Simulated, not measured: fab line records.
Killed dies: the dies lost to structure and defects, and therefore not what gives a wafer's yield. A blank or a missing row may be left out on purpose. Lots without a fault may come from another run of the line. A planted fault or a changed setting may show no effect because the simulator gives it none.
Which tool is to blame? :: flow nandHarc :: at 1 step of a route of 1159, 12 lots with 36 wafers sampled

## WHAT THE GAUGES READ, wafer by wafer
NHARC_A_CONTACT_OVL_MEAS_43.
lot: L074
measured: day 16 10:43
on: overlay-01
overlayXNm (nm): 1.4 1.2 1.1

lot: L078
measured: day 16 22:08
on: overlay-01
overlayXNm (nm): 0.7 0.6 0.9

lot: L076
measured: day 17 02:31
on: overlay-02
overlayXNm (nm): 0.2 1.2 1.0

lot: L081
measured: day 18 09:31
on: overlay-01
overlayXNm (nm): 0.4 0.8 0.3

lot: L084
measured: day 18 17:17
on: overlay-02
overlayXNm (nm): -0.8 0.0 0.3

lot: L088
measured: day 19 12:20
on: overlay-02
overlayXNm (nm): 0.1 -0.1 0.2

lot: L085
measured: day 19 16:30
on: overlay-02
overlayXNm (nm): -0.5 -1.0 -0.9

lot: L090
measured: day 20 01:07
on: overlay-02
overlayXNm (nm): 0.4 0.9 0.4

lot: L089
measured: day 20 06:34
on: overlay-01
overlayXNm (nm): 0.3 0.2 0.5

lot: L092
measured: day 21 15:30
on: overlay-02
overlayXNm (nm): 0.5 0.3 0.2

lot: L096
measured: day 21 19:15
on: overlay-02
overlayXNm (nm): 0.1 0.2 0.2

lot: L097
measured: day 22 06:29
on: overlay-01
overlayXNm (nm): 0.6 0.7 1.3

## WHICH TOOL RAN EACH LOT (tool, then ch and the chambers of the sampled wafers, then the start)
Record: no process step prior to these readings.

## THE ANSWER, worked out from the rows above alone
Rule: the lots themselves supply what counts as usual. Put in order of their means at a reading, lots are off if they are a third of the lots or fewer, leave a main group of 4 or more, and stand apart from it by a gap of 3 or more times the standard deviation of the main group's means; of several such gaps the widest counts. If all means in a main group match to the digits the tables above print for the reading, that group is not used. A lot without any number at a reading at which 4 lots or more have one is off too. Any other lot the step has rows for is counted as sound.
Across all readings shown, no lot is off: no conclusion can be drawn from this.

## WHAT THE SIMULATOR HAD PUT IN
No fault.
